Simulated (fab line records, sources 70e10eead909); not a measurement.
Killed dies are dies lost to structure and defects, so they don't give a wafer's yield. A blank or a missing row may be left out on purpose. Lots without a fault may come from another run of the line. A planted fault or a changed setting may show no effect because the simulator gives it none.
A struck lot beside a sound one | flow nand_harc | 14 steps out of a route of 1159
Sound: wafers L625.4, L625.5, L625.6. Struck: wafer L628.5. (L628.3, L628.6 of the same lot were not struck and are left out.) The cause comes at the end.
At each step with rows: each side's tool, then ch and its chambers, then its first start. Under that, the readings that differ: sound wafers | struck wafers | difference of the means | sigmas: that difference in standard deviations of wafers without a fault.
alike: readings whose means differ by less than 2 such deviations, and words and numbers that are the same on both sides. not compared: withheld readings, readings that some wafer has no value for, bounds like >300 that may hide the same value, and numbers for which the record gives no deviation and whose values overlap.
The two part at a step that has a row with sigmas, a row that says differs or no value, or rows on one side only. Numbers that don't overlap but have no deviation are shown without sigmas and don't part them. A reading that every wafer of one side lacks parts them only if that side has two wafers or more.

NHARC_A_SLIT_ETCH_26: etches the open film in C4F8/O2/Ar, time 90 s, target depth 400 nm.
  sound on har_etch-01 ch 0,1, day 18 18:14; struck on har_etch-01 ch 0, day 19 05:23
  alike: drypump_motor_current_A, showerhead_plenum_p_Torr, throttle_valve_pct
  not compared: rf_hours_counter_h
then, 1 step without rows for these wafers: NHARC_A_SLIT_STRIP_28 (strips in O2/COS).
NHARC_A_SLIT_ETCH_29: etches the open film in CF4/O2, target depth 100 nm, overetch 10 nm, time 55 s.
  sound on rie_diel-08 ch 0,1, day 18 18:47; struck on rie_diel-07 ch 2, day 19 05:55
  alike: drypump_motor_current_A, oes_product_au, rf_vpp_V, showerhead_plenum_p_Torr, throttle_valve_pct
  not compared: rf_hours_counter_h
NHARC_A_SLIT_STRIP_18: strips in O2.
  sound on rie_diel-08 ch 0,1,2; struck on rie_diel-07 ch 1
  reading      | sound          | struck | difference | sigmas
  rf_vpp_V (V) | 57.3 56.4 58.0 | 59.0   | +1.8       | +2
  alike: drypump_motor_current_A, oes_product_au, showerhead_plenum_p_Torr, throttle_valve_pct
  not compared: rf_hours_counter_h
then, 2 steps without rows for these wafers: NHARC_A_SLIT_PRECLEAN_19 (cleans in SC1); NHARC_A_SLIT_SRD_20.
NHARC_A_SLIT_CD_MEAS_21:
  sound on cd_sem-02, day 18 19:20; struck on cd_sem-01, day 19 06:32
  reading    | sound             | struck | difference | sigmas
  cd_nm (nm) | 289.2 289.6 290.1 | 291.1  | +1.5       | +3
then, 3 steps without rows for these wafers: NHARC_A_SIN_REMOVE_WET_00 (chemistry H3PO4, time 15300 s); NHARC_A_SIN_REMOVE_PRECLEAN_01 (cleans in SC1); NHARC_A_SIN_REMOVE_SRD_02.
NHARC_A_SIN_REMOVE_INSPECT_04:
  sound on defect_inspect-02, day 19 01:22; struck on defect_inspect-01, day 19 14:12
  alike: raw_defect_count
NHARC_A_WL_FILL_ALD_00: deposits Al2O3, target thk 3 nm, pulse time 3 s, ald cycles 30.
  sound on ald_hk-01 ch 1,2, day 19 01:26; struck on ald_hk-04 ch 3, day 19 14:20
  reading    | sound    | struck | difference | sigmas
  ald_cycles | 30 30 30 | 31     | +1         |
  alike: heater_power_w, precursor_pulse_height_rel
NHARC_A_WL_FILL_RTA_01: time 5 s.
  sound on rtp_anneal-02 ch 0, day 19 01:57; struck on rtp_anneal-01 ch 0, day 19 14:37
  reading             | sound             | struck | difference | sigmas
  lamp_power_pct (%)  | 28.92 28.89 28.88 | 29.36  | +0.46      | +2
  lamp_zone_1_pct (%) | 28.89 28.91 28.91 | 29.35  | +0.45      | +2
  lamp_zone_4_pct (%) | 28.89 28.89 28.92 | 29.35  | +0.45      | +2
  alike: wafer_temp_C_max
-- the record jumps here: 5 days lie between the struck wafers' starts before and after (it left off in module A_WL_FILL and takes up again in module END, whose first step shown is number 1159 of the route) --
NHARC_END_SORT_01:
  sound on prober-02 ch 0, day 23 18:56; struck on prober-01 ch 0, day 24 17:24
  reading         | sound | struck | difference | sigmas
  killed_at_other | 6 0 1 | 5      | +3         | +3
  alike: killed_at_array, killed_at_periphery, killed_dies, killed_open, killed_short

WHERE THEY PART
First at NHARC_A_SLIT_STRIP_18; last, within this record, at NHARC_END_SORT_01.

WHY: what the simulator had put in
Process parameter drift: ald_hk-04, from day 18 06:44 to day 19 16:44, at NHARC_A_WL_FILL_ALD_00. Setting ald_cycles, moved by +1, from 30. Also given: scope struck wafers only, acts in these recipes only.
